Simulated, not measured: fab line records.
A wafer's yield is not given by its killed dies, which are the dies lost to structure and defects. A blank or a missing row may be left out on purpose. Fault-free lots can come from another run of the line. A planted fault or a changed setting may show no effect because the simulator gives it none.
Problem report in the 8D (eight disciplines) form, filled by code ; flow nand-harc ; the parts of the form that need people (team, actions taken, sign-off) are left out

== 1. THE ISSUE ==
Mean of cd-nm at NHARC_P_M0_CD_MEAS_09: 73.9 nm over 3 wafers from 1 lot, against 90.0 nm (standard deviation 0.67) on wafers with no fault. Relative to the usual mean, that is a shift of -24 standard deviations.
The step: target cd 90 nm.
First seen on wafer L818.1, day 11 01:52, on cd-sem-02. The record has a number at this step for 39 wafers belonging to 13 lots. Rule for "out", or "out of limits": more than 4 standard deviations from the usual mean. The rest of the wafers with a number are treated as sound.

== 2. WHAT THIS IS AND IS NOT ==
question;is;is not
which readings at this step;cd-nm;-
which lots;L818;L797, L798, L801, L803, L804, L807, L808, L809, L810, L811, L812, L815
which wafers of those lots;all that have a number;-
read on which gauges;cd-sem-02;cd-sem-01, cd-sem-03
when;from day 11 01:52;up to then (36 sound wafers)

== 3. SUSPECTS, AND WHAT RULES EACH OUT ==
Counting: a tool at any process step up to the reading remains a suspect when it ran all the lots that are out and ran no sound lot after the first of those.
- the gauge at NHARC_P_M0_CD_MEAS_09 has been ruled out. All the wafers that are out were read on cd-sem-02, but those of them that NHARC_P_M0_EXPOSE_06 has rows for are out there too, on other tools.
- pvd-sputter-01 at NHARC_P_CONTACT_PVD_32 (deposits Ti, target thk 5 nm, time 17.7 s): kept. It ran the lot that is out, L818 (day 11 01:43), and no sound lot after that; its last sound lot up to then is L808 (day 9 02:35). NHARC_P_CONTACT_PVD_32: start missing for some lots; hours and lot order therefore follow NHARC_P_M0_EXPOSE_06.
- cvd-w-02 at NHARC_P_CONTACT_CVD_23 (deposits W, target thk 200 nm, time 557 s): kept. It ran the lot that is out, L818 (day 11 01:43), and no sound lot after that; its last sound lot up to then is L815 (day 10 10:48). NHARC_P_CONTACT_CVD_23: start missing for some lots; hours and lot order therefore follow NHARC_P_M0_EXPOSE_06.
- arfi-scanner-03 at NHARC_P_M0_EXPOSE_06 (exposes mask P M0, target cd 90 nm): kept. It ran the lot that is out, L818 (day 11 01:43), and no sound lot after that; its last sound lot up to then is L812 (day 10 00:44). Its own readings are out on those wafers: exposure-dose-mJ-cm2.
pvd-sputter-01 at NHARC_P_CONTACT_PVD_32, cvd-w-02 at NHARC_P_CONTACT_CVD_23 and arfi-scanner-03 at NHARC_P_M0_EXPOSE_06 are what is left after counting.

== 4. THE CAUSE (what the simulator had put in) ==
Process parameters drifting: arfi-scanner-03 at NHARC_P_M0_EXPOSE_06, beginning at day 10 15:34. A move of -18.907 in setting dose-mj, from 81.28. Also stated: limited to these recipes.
Counting leaves 3 suspects; this tool is one of them.

== 5. THE CHAIN OF EFFECTS, in route order ==
One row per reading whose mean, taken over the struck wafers that have a number, lies over 3 standard deviations from the usual. Only readings for which the record gives a usual standard deviation are gone through. hours: the time from each lot's start at the first step in this table that gives one to its start at this step, as a median over the lots. sigmas: the change in usual standard deviations.
hours;step;reading;usual;on struck wafers;change;sigmas
0;NHARC_P_M0_EXPOSE_06;exposure-dose-mJ-cm2;81.23;62.30;-18.93;-99 or more
0;NHARC_P_M0_CD_MEAS_09;cd-nm;90.0 nm;73.9;-16.1;-24
It contains these process steps:
- NHARC_P_M0_EXPOSE_06: exposes mask P M0, target cd 90 nm.

== 6. WHAT WOULD HAVE CAUGHT IT SOONER ==
In this record the first reading out of limits at a measuring or inspecting step was taken at day 11 01:52, 10 hours after the fault began at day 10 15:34.
Tool's own readings at NHARC_P_M0_EXPOSE_06, exposure-dose-mJ-cm2: out on all struck wafers the step has rows for; an alarm limit on them would have tripped on the first.
The start of NHARC_P_M0_EXPOSE_06 on arfi-scanner-03 came by day 11 01:52 for every one of the lots that are out (1). Holding the tool at that point would not have protected any of them.
